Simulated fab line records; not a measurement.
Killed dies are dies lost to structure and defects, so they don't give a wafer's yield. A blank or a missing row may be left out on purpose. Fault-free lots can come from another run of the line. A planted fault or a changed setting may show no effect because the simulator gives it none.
The tool behind it: which one? ; flow nand-harc ; 6 lots with 18 wafers sampled at 3 steps, on a route of 1302 steps

WHAT THE GAUGES SHOWED, per wafer
NHARC_A_ONON_D1_INSPECT_32.
lot;measured;on;raw-defect-count
L116;day 9 06:37;defect-inspect-02;47 20 40
L121;day 11 22:39;defect-inspect-02;669 698 708 681 697 711
L124;day 12 19:20;defect-inspect-02;73 90 77
L125;day 13 07:41;defect-inspect-01;701 649 680 705 633 674
L132;day 16 05:47;defect-inspect-02;50 63 53
L134;day 17 00:37;defect-inspect-02;66 133 96

EACH LOT AND THE TOOL THAT RAN IT (in order: tool; ch and the chambers of the sampled wafers; start)
lot;NHARC_A_ZERO_WELL_ETCH_13;NHARC_A_ONON_D1_DEP_28
L116;rie-si-03 ch 0,3, day 7 20:54;pecvd-onon-04 ch 0, day 9 05:41
L121;rie-si-01 ch 1,2,3, day 10 07:49;pecvd-onon-01 ch 0, day 11 21:46
L124;rie-si-01 ch 0,3, day 11 06:19;pecvd-onon-02 ch 0, day 12 18:23
L125;rie-si-04 ch 0,1,3, day 11 19:29;pecvd-onon-01 ch 0, day 13 06:41
L132;rie-si-03 ch 0,1,3, day 14 17:32;pecvd-onon-01 ch 0, day 16 04:47
L134;rie-si-03 ch 0,1,3, day 15 13:04;pecvd-onon-01 ch 0, day 16 23:34
- NHARC_A_ZERO_WELL_ETCH_13: etches the open film in HBr/Cl2, target depth 120 nm, time 40.1 s.
- NHARC_A_ONON_D1_DEP_28: target thk 1000 nm.

THE ANSWER, worked out from the rows above alone
Rule: the usual values come from the lots themselves. Put in order of their means at a reading, lots are off if they are a third of the lots or fewer, leave a main group of 4 or more, and stand apart from it by a gap of 3 or more times the standard deviation of the main group's means; of several such gaps the widest counts. Not used: any main group whose means are identical at the precision the tables above print for the reading. Also off: a lot with no number at a reading for which 4 or more lots have one. The other lots that the step has rows for count as sound.
Off: L121, L125, at NHARC_A_ONON_D1_INSPECT_32 (raw-defect-count). The main group: mean 67, standard deviation 24.
If a tool, at a process step before that reading, ran all the lots that are off and no sound lot after the first of them, it fits. Gauges at NHARC_A_ONON_D1_INSPECT_32: tried the same way as those tools. Of those tried, none fits.

WHAT THE SIMULATOR HAD INSERTED
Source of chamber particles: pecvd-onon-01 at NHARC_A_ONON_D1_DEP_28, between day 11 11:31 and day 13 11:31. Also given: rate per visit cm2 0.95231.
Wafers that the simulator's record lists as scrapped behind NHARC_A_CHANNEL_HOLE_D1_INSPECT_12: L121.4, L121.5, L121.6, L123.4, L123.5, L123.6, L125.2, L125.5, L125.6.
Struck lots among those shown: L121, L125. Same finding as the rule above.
